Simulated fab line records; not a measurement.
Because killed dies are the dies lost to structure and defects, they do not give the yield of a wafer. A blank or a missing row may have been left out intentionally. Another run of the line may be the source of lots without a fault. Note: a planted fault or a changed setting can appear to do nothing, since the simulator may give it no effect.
A struck lot beside a sound one -- flow n5Finfet -- 14 out of 1938 route steps
Sound: these wafers, L729.2, L729.3, L729.6. The struck wafers were L718.1, L718.4, L718.6. The cause is given at the end.
Each step with rows lists, per side, the tool, then ch with its chambers, then its first start. Under that, the readings that differ: sound wafers -- struck wafers -- difference of the means -- sigmas: that difference in standard deviations of wafers without a fault.
alike: same words and numbers on both sides, and readings whose means sit less than 2 such deviations apart. not compared: any withheld reading, any reading some wafer has no value for, any bound like >300 that may hide the same value, and any number with overlapping values for which the record gives no deviation.
A row with sigmas, a row that says differs or no value, or rows on one side alone: a step with any of these is where the two part. Non-overlapping numbers with no deviation appear without sigmas and do not part them. Lack of a reading on every wafer of one side parts them only where that side has two or more wafers.

first, 1 step without rows for these wafers: N5_BEOL_M7_STRIP_68 (strips in N2/H2).
N5_BEOL_M7_STRIP_67: strips in CF4.
  sound on rieDiel-01 ch 1,2, day 14 08:11; struck on rieDiel-01 ch 0,2, day 11 02:11
  alike: drypumpMotorCurrentA, oesProductAu, rfVppV, showerheadPlenumPTorr, throttleValvePct
  not compared: rfHoursCounterH
N5_BEOL_M7_HM_OPEN_17: chemistry Cl2/BCl3, target TiN, target depth 20 nm, overetch 6 nm.
  sound on rieMetal-03 ch 0,1, day 14 08:14; struck on rieMetal-03 ch 0, day 11 02:13
  alike: drypumpMotorCurrentA, oes_ar_750_au, oesProductAu, throttleValvePct
  not compared: rfHoursCounterH
N5_BEOL_M7_STRIP_19: strips in O2.
  sound on rieDiel-03 ch 0,1,3, day 14 08:22; struck on rieDiel-05 ch 0,3, day 11 02:25
  alike: drypumpMotorCurrentA, oesProductAu, rfVppV, showerheadPlenumPTorr, throttleValvePct
  not compared: rfHoursCounterH
N5_BEOL_M7_CD_MEAS_18: pitch 80 nm, target cd 40 nm.
  struck on cdSem-03, day 11 02:30; sound on cdSem-01, day 14 08:26
  alike: cdNm
then, 7 steps without rows for these wafers: N5_BEOL_M7_COAT_63 (time 60 s, resist thk 60 nm); N5_BEOL_M7_COAT_64 (time 60 s, resist thk 12 nm); N5_BEOL_M7_COAT_71 (time 60 s, resist thk 5 nm); N5_BEOL_M7_COAT_22 (resist thk 30 nm); N5_BEOL_M7_EBR_24; N5_BEOL_M7_SOFTBAKE_23 (time 60 s); N5_BEOL_M7_EXPOSE_25 (exposes mask V6, target cd 40 nm).
N5_BEOL_M7_PEB_26: peb time 60 s.
  sound on lithoTrack-05 ch 0, day 14 11:01; struck on lithoTrack-01, day 11 04:43
  no value came back on the struck wafers for chillPlateTempC (C), exhaustPa (Pa); on the sound wafers chillPlateTempC (C) reads 22.86 23.11 22.82
then, 1 step without rows for these wafers: N5_BEOL_M7_DEVELOP_27 (develop time 30 s).

== WHERE THEY PART ==
Within this record, at N5_BEOL_M7_PEB_26 only.

WHY: the cause the simulator had injected
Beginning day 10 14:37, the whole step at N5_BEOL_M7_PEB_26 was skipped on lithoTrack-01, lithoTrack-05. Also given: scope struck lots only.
